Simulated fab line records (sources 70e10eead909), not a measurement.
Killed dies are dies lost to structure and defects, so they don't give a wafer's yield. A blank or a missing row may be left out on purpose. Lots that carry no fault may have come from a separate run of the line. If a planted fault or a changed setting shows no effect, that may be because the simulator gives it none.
Which tool is to blame?	flow nand_harc	Sampling: 24 lots, 72 wafers, 6 of 1159 route steps

## WHAT THE GAUGES SHOWED, per wafer
NHARC_P_GATE_INSPECT_28. Usual: raw_defect_count 6.4, standard deviation 3.
lot	measured	on	raw_defect_count	flag
L075	day 4 18:52	defect_inspect-02	6 8 9	
L074	day 4 19:32	defect_inspect-02	5 11 11	
L077	day 5 07:37	defect_inspect-02	10 9 17	
L076	day 5 08:05	defect_inspect-02	11 8 4	
L078	day 5 18:38	defect_inspect-01	6 5 5	
L079	day 5 19:02	defect_inspect-01	3 7 8	
L082	day 6 12:52	defect_inspect-01	14 9 3	
L081	day 6 12:53	defect_inspect-02	4 7 5	
L080	day 6 13:36	defect_inspect-02	2 6 9	
L083	day 6 22:08	defect_inspect-02	10 6 11	
L084	day 7 08:19	defect_inspect-01	7 6 3	
L086	day 7 20:17	defect_inspect-02	6 5 6	
L085	day 7 20:42	defect_inspect-02	10 3 7	
L089	day 8 00:08	defect_inspect-02	4 10 5	
L088	day 8 01:34	defect_inspect-01	10 8 9	
L087	day 8 02:00	defect_inspect-02	2 2 8	
L090	day 8 18:10	defect_inspect-01	4 7 6	
L091	day 8 22:17	defect_inspect-02	5 2 2	
L092	day 9 05:02	defect_inspect-01	9 12 8	
L094	day 9 12:22	defect_inspect-02	1 4 4	
L093	day 9 12:31	defect_inspect-01	7 10 7	
L095	day 9 23:15	defect_inspect-02	8 9 4	
L096	day 9 23:56	defect_inspect-02	5 6 6	
L097	day 10 12:02	defect_inspect-01	4 4 7	

NHARC_P_GATE_CD_MEAS_33. Usual: cd_nm 119.3 nm, standard deviation 2.3.
lot	measured	on	cd_nm (nm)	flag
L075	day 4 19:55	cd_sem-01	120.3 120.5 120.9	
L074	day 4 20:28	cd_sem-02	119.4 121.0 120.1	
L077	day 5 08:40	cd_sem-01	122.1 121.0 122.7	
L076	day 5 09:07	cd_sem-03	121.7 117.3 117.7	
L078	day 5 19:36	cd_sem-02	120.8 120.9 125.1	
L079	day 5 19:55	cd_sem-01	117.5 118.2 118.3	
L082	day 6 13:50	cd_sem-03	117.3 115.2 115.4	
L081	day 6 14:24	cd_sem-01	120.5 120.3 121.8	
L080	day 6 14:36	cd_sem-03	121.0 120.0 118.3	
L083	day 6 23:05	cd_sem-01	120.0 120.8 120.6	
L084	day 7 09:47	cd_sem-03	125.0 118.8 116.9	
L086	day 7 21:52	cd_sem-02	120.2 123.8 117.2	
L085	day 7 22:04	cd_sem-02	117.6 121.8 120.4	
L089	day 8 01:08	cd_sem-03	119.1 120.1 119.6	
L088	day 8 03:13	cd_sem-02	119.4 118.6 119.9	
L087	day 8 03:38	cd_sem-03	120.6 122.2 117.1	
L090	day 8 19:02	cd_sem-01	119.6 117.6 120.0	
L091	day 8 23:25	cd_sem-01	117.1 116.3 119.6	
L092	day 9 05:59	cd_sem-01	123.4 116.5 117.7	
L094	day 9 13:17	cd_sem-02	120.2 118.7 116.6	
L093	day 9 13:35	cd_sem-03	121.0 118.0 118.5	
L095	day 10 00:49	cd_sem-01	117.3 118.4 120.3	
L096	day 10 00:55	cd_sem-03	117.9 117.8 120.2	
L097	day 10 12:58	cd_sem-02	121.0 117.5 120.6	

NHARC_P_M0_INSPECT_11. Usual: raw_defect_count 3.9, standard deviation 2.4.
lot	measured	on	raw_defect_count	flag
L075	day 6 04:35	defect_inspect-01	3 6 2	
L074	day 6 05:14	defect_inspect-02	7 11 8	
L077	day 6 08:22	defect_inspect-02	4 3 7	
L076	day 6 13:16	defect_inspect-01	2 4 4	
L078	day 6 19:07	defect_inspect-02	6 0 3	
L079	day 6 19:48	defect_inspect-02	5 2 5	
L082	day 7 17:32	defect_inspect-01	5 6 2	
L081	day 7 18:01	defect_inspect-02	4 2 0	
L080	day 7 18:34	defect_inspect-02	2 3 7	
L083	day 8 02:38	defect_inspect-02	7 3 5	
L084	day 8 11:16	defect_inspect-01	2 2 1	
L086	day 8 22:52	defect_inspect-02	4 6 6	
L085	day 8 23:25	defect_inspect-02	5 3 13	
L089	day 9 01:40	defect_inspect-01	2 3 3	
L088	day 9 10:18	defect_inspect-01	3 1 2	
L087	day 9 04:24	defect_inspect-01	1 2 2	
L090	day 10 02:03	defect_inspect-02	5 4 1	
L091	day 10 02:28	defect_inspect-02	4 5 2	
L092	day 10 07:59	defect_inspect-02	4 3 2	
L094	day 10 15:00	defect_inspect-02	1 2 1	
L093	day 10 13:05	defect_inspect-02	3 1 6	
L095	day 11 00:05	defect_inspect-01	2 4 5	
L096	day 11 04:59	defect_inspect-02	1 4 6	
L097	day 11 13:20	defect_inspect-01	6 4 7	

## EACH LOT AND THE TOOL THAT RAN IT (in order: tool; ch and the chambers of the sampled wafers; start)
lot	NHARC_P_GATE_STRIP_101	NHARC_P_GATE_DESCUM_93	NHARC_P_GATE_STRIP_95
L075	rie_diel-05 ch 1,2,3, day 5 05:53	rie_diel-03 ch 0,1,3, day 5 10:21	plasma_asher-02 ch 0,1, day 5 11:28
L074	rie_diel-05 ch 0,2,3, day 5 06:32	rie_diel-03 ch 0,1,3, day 5 11:19	plasma_asher-02 ch 0,1, day 5 12:41
L077	rie_diel-03 ch 0,3, day 5 18:47	rie_diel-05 ch 0,1,3, day 5 23:24	plasma_asher-01 ch 1, day 6 00:29
L076	rie_diel-03 ch 1,2,3, day 5 19:10	rie_diel-03 ch 0,2,3, day 5 23:53	plasma_asher-02 ch 0,1, day 6 00:58
L078	rie_diel-03 ch 0,2, day 6 05:44	rie_diel-05 ch 0,1,3, day 6 10:11	plasma_asher-02 ch 0,1, day 6 11:15
L079	rie_diel-05 ch 1,3, day 6 06:06	rie_diel-05 ch 1,3, day 6 10:44	plasma_asher-01 ch 0,1, day 6 11:47
L082	rie_diel-03 ch 0,1,2, day 6 23:55	rie_diel-13 ch 0,1,2, day 7 05:17	plasma_asher-02 ch 0,1, day 7 06:22
L081	rie_diel-03 ch 0,1,3, day 7 00:26	rie_diel-13 ch 0,1,3, day 7 05:41	plasma_asher-01 ch 0,1, day 7 06:46
L080	rie_diel-05 ch 1,3, day 7 01:09	rie_diel-13 ch 1,2,3, day 7 05:50	plasma_asher-02 ch 0,1, day 7 07:08
L083	rie_diel-03 ch 0,1,3, day 7 09:06	rie_diel-13 ch 1,2,3, day 7 13:31	plasma_asher-02 ch 0,1, day 7 14:36
L084	rie_diel-03 ch 1,2,3, day 7 20:05	rie_diel-13 ch 0,1,2, day 8 00:45	plasma_asher-01 ch 0,1, day 8 01:52
L086	rie_diel-13 ch 0,3, day 8 07:55	rie_diel-05 ch 0,1,3, day 8 12:30	plasma_asher-02 ch 0,1, day 8 13:37
L085	rie_diel-03 ch 0,1,3, day 8 08:16	rie_diel-03 ch 0,2,3, day 8 12:57	plasma_asher-01 ch 0,1, day 8 14:17
L089	rie_diel-13 ch 2,3, day 8 11:22	rie_diel-05 ch 0,2,3, day 8 16:04	plasma_asher-01 ch 0,1, day 8 17:49
L088	rie_diel-13 ch 0,1,3, day 8 16:33	rie_diel-13 ch 1,2,3, day 8 22:15	plasma_asher-01 ch 0,1, day 8 23:43
L087	rie_diel-13 ch 0,1, day 8 14:27	rie_diel-03 ch 0,1,2, day 8 19:38	plasma_asher-01 ch 0,1, day 8 20:43
L090	rie_diel-03 ch 0,1,2, day 9 07:20	rie_diel-03 ch 0,2,3, day 9 11:57	plasma_asher-02 ch 0,1, day 9 13:01
L091	rie_diel-05 ch 0,1,3, day 9 09:35	rie_diel-03 ch 0,2,3, day 9 14:02	plasma_asher-01 ch 0,1, day 9 15:08
L092	rie_diel-13 ch 1,2, day 9 18:08	rie_diel-03 ch 0,1,3, day 9 22:48	plasma_asher-01 ch 0,1, day 9 23:51
L094	rie_diel-13 ch 0,1,3, day 10 01:35	rie_diel-05 ch 0,1, day 10 06:11	plasma_asher-02 ch 0,1, day 10 07:21
L093	rie_diel-05 ch 0,1, day 9 23:44	rie_diel-05 ch 0,3, day 10 04:14	plasma_asher-01 ch 0,1, day 10 05:20
L095	rie_diel-13 ch 1,2,3, day 10 10:50	rie_diel-03 ch 0,1,2, day 10 15:26	plasma_asher-01 ch 0,1, day 10 16:31
L096	rie_diel-05 ch 0,1,2, day 10 10:56	rie_diel-13 ch 0,3, day 10 15:47	plasma_asher-02 ch 0,1, day 10 16:52
L097	rie_diel-05 ch 1,2,3, day 10 23:02	rie_diel-03 ch 0,1, day 11 03:37	plasma_asher-02 ch 0,1, day 11 04:41
- NHARC_P_GATE_STRIP_101: strips in O2, time 20 s.
- NHARC_P_GATE_DESCUM_93: chemistry O2, time 3 s.
- NHARC_P_GATE_STRIP_95: strips in O2.

## WHAT THE TOOLS THEMSELVES READ (means of the sampled wafers that have a number; where no wafer has one, the mark that the record gives instead)
NHARC_P_GATE_STRIP_101. Usual: drypump_motor_current_A 5.7 A, standard deviation 0.36; mfc_ar_sccm 0.007 sccm, standard deviation 0.0094; oes_product_au 0.996 a.u., standard deviation 0.009; rf_vpp_V 57.8 V, standard deviation 0.94; showerhead_plenum_p_Torr 3.50 Torr, standard deviation 0.15; throttle_valve_pct 17.037 %, standard deviation 0.0095.
lot	tool	drypump_motor_current_A (A)	mfc_ar_sccm (sccm)	oes_product_au (a.u.)	rf_vpp_V (V)	showerhead_plenum_p_Torr (Torr)	throttle_valve_pct (%)	flag
L075	rie_diel-05	5.5	0.003	0.994	58.2	3.57	17.033	
L074	rie_diel-05	5.8	0.003	0.997	58.6	3.62	17.032	
L077	rie_diel-03	5.4	0.005	0.996	58.0	3.47	17.043	
L076	rie_diel-03	5.8	0.010	1.002	57.8	3.46	17.038	
L078	rie_diel-03	5.7	0.023	0.994	57.9	3.69	17.039	
L079	rie_diel-05	5.5	0.005	0.994	58.6	3.49	17.037	
L082	rie_diel-03	5.9	0.013	1.006	57.1	3.55	17.044	
L081	rie_diel-03	5.7	0.003	0.999	57.6	3.39	17.028	
L080	rie_diel-05	5.4	0.003	1.002	57.7	3.56	17.030	
L083	rie_diel-03	5.7	0.003	1.002	57.8	3.39	17.036	
L084	rie_diel-03	5.8	0.010	0.998	57.8	3.45	17.041	
L086	rie_diel-13	5.8	0.003	0.992	57.2	3.47	17.042	
L085	rie_diel-03	5.7	0.003	0.996	58.2	3.39	17.044	
L089	rie_diel-13	5.6	0.016	1.000	57.0	3.54	17.030	
L088	rie_diel-13	5.8	0.003	0.990	58.0	3.39	17.033	
L087	rie_diel-13	5.7	0.000	0.988	57.3	3.47	17.037	
L090	rie_diel-03	5.9	0.013	0.997	57.9	3.54	17.035	
L091	rie_diel-05	5.7	0.006	0.986	57.9	3.53	17.039	
L092	rie_diel-13	5.6	0.007	0.991	57.8	3.43	17.034	
L094	rie_diel-13	5.8	0.003	0.982	57.1	3.39	17.035	
L093	rie_diel-05	6.1	0.009	0.998	57.9	3.50	17.038	
L095	rie_diel-13	5.7	0.009	0.990	57.7	3.42	17.033	
L096	rie_diel-05	5.9	0.006	0.986	57.7	3.52	17.041	
L097	rie_diel-05	5.5	0.003	0.987	57.9	3.54	17.037	

NHARC_P_GATE_DESCUM_93. Usual: drypump_motor_current_A 5.7 A, standard deviation 0.37; mfc_ar_sccm 0.006 sccm, standard deviation 0.0085; oes_product_au 0.995 a.u., standard deviation 0.0097; rf_vpp_V 57.6 V, standard deviation 0.87; showerhead_plenum_p_Torr 1.89 Torr, standard deviation 0.088; throttle_valve_pct 11.310 %, standard deviation 0.0094.
lot	tool	drypump_motor_current_A (A)	mfc_ar_sccm (sccm)	oes_product_au (a.u.)	rf_vpp_V (V)	showerhead_plenum_p_Torr (Torr)	throttle_valve_pct (%)	flag
L075	rie_diel-03	5.7	0.003	1.005	58.1	1.84	11.305	
L074	rie_diel-03	5.7	0.003	0.996	57.6	1.84	11.306	
L077	rie_diel-05	5.7	0.006	0.998	57.9	1.92	11.307	
L076	rie_diel-03	5.5	0.013	0.993	58.4	1.92	11.308	
L078	rie_diel-05	5.7	0.006	0.995	58.1	1.92	11.317	
L079	rie_diel-05	5.4	0.003	1.001	57.6	1.94	11.321	
L082	rie_diel-13	5.6	0.007	0.999	57.4	1.91	11.317	
L081	rie_diel-13	5.8	0.003	0.980	57.1	1.84	11.313	
L080	rie_diel-13	5.7	0.009	0.994	57.0	1.86	11.323	
L083	rie_diel-13	5.7	0.009	0.991	57.2	1.86	11.313	
L084	rie_diel-13	5.6	0.007	0.989	57.6	1.91	11.315	
L086	rie_diel-05	5.7	0.006	0.988	57.7	1.91	11.307	
L085	rie_diel-03	5.5	0.013	0.988	58.1	1.91	11.308	
L089	rie_diel-05	5.8	0.003	0.991	57.4	1.96	11.312	
L088	rie_diel-13	5.7	0.009	0.983	57.4	1.85	11.313	
L087	rie_diel-03	5.9	0.013	0.986	56.8	1.92	11.300	
L090	rie_diel-03	5.5	0.013	0.999	57.4	1.91	11.307	
L091	rie_diel-03	5.5	0.013	1.005	57.6	1.91	11.305	
L092	rie_diel-03	5.7	0.003	0.999	56.9	1.83	11.309	
L094	rie_diel-05	5.8	0.008	1.004	56.8	1.87	11.312	
L093	rie_diel-05	6.0	0.006	1.002	57.1	1.94	11.322	
L095	rie_diel-03	5.9	0.013	1.007	57.9	1.92	11.309	
L096	rie_diel-13	5.9	0.005	0.995	58.1	1.83	11.312	
L097	rie_diel-03	5.8	0.005	1.002	57.6	1.88	11.309	

NHARC_P_GATE_STRIP_95. Usual: drypump_motor_current_A 5.61 A, standard deviation 0.29; heater_power_w 344 W, standard deviation 33; rf_refl_power_W 19 W, standard deviation 4.2.
lot	tool	drypump_motor_current_A (A)	heater_power_w (W)	rf_refl_power_W (W)	flag
L075	plasma_asher-02	5.90	316	18	
L074	plasma_asher-02	5.86	314	17	
L077	plasma_asher-01	5.21	366	15	
L076	plasma_asher-02	5.86	317	17	
L078	plasma_asher-02	5.94	310	17	
L079	plasma_asher-01	5.37	381	20	
L082	plasma_asher-02	5.86	316	20	
L081	plasma_asher-01	5.37	376	19	
L080	plasma_asher-02	5.89	312	21	
L083	plasma_asher-02	5.89	313	19	
L084	plasma_asher-01	5.38	371	20	
L086	plasma_asher-02	5.89	310	20	
L085	plasma_asher-01	5.30	374	17	
L089	plasma_asher-01	5.30	372	17	
L088	plasma_asher-01	5.38	380	20	
L087	plasma_asher-01	5.38	381	19	
L090	plasma_asher-02	5.89	302	17	
L091	plasma_asher-01	5.29	368	18	
L092	plasma_asher-01	5.38	376	20	
L094	plasma_asher-02	5.87	313	20	
L093	plasma_asher-01	5.28	379	18	
L095	plasma_asher-01	5.38	381	21	
L096	plasma_asher-02	5.90	307	17	
L097	plasma_asher-02	5.91	306	17	

## THE ANSWER, worked out from the rows above alone
Rule: take the mean of a lot's wafers that have a number; if it is more than 3 standard deviations from the usual mean, the lot is off. Also off: a lot with no number at a reading for which 4 or more lots have one. Where the step has rows for the other lots, those lots are counted as sound. Order of review: gauges by route order, followed by the tools' own readings, for which a lot's mean as printed above is used. The first step at which some lot is off is used, and at that step the reading that is off furthest; a lot without a number counts as furthest.
No lot is off at any reading shown: from this, nothing can be told.

## WHAT THE SIMULATOR HAD PUT IN
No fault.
